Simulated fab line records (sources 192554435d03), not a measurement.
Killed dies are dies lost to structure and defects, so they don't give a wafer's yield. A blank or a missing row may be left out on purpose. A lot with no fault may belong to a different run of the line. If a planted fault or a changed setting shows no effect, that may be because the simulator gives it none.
Chamber matching ; flow n5 finfet ; 3 sister chambers for N5_BEOL_M2_ILD_DEP_00 on pecvd-03
The step deposits SiOC from DEMS/O2, target thk 79 nm, time 15.3 s. 3 wafers are shown with their chamber, then 10 later ones without.

== WAFERS PAIRED WITH THEIR CHAMBERS ==
wafer;chamber;throttle valve pct (%)
L083.1;0;12.1
L083.2;2;11.3
L086.4;1;11.8

== WAFERS MISSING THEIR CHAMBER ==
wafer;throttle valve pct (%)
L086.6;12.3
L088.1;11.6
L088.2;12.1
L088.4;12.3
L093.4;12.2
L093.5;11.6
L093.6;12.0
L094.2;11.8
L094.3;11.8
L094.4;11.8

== WHICH CHAMBER EACH ONE RAN IN ==
wafer;from the rows above;in truth
L086.6;0;0
L088.1;can't be placed: 1 or 2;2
L088.2;0;0
L088.4;0;0
L093.4;0;0
L093.5;can't be placed: 1 or 2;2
L093.6;can't be placed: 0 or 1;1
L094.2;1;1
L094.3;1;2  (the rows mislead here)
L094.4;1;1
Correctly placed: 6 of 10. These rows do not allow placing 3 (true chamber among the candidates in 3). Number placed wrongly: 1.
How it was worked out, from the rows above alone: a wafer's distance from a chamber is the root of the sum, over the readings, of the square of ((its reading less the chamber's mean) divided by the reading's scatter). If the next closest chamber is less than 2 further off than the closest, the wafer can't be placed; otherwise it belongs to the closest. For every chamber, the mean is computed from those of its wafers that are shown. The scatter (one wafer shown for each chamber): square how far every hidden wafer sits from the nearest shown wafer, average those squares and take the square root.
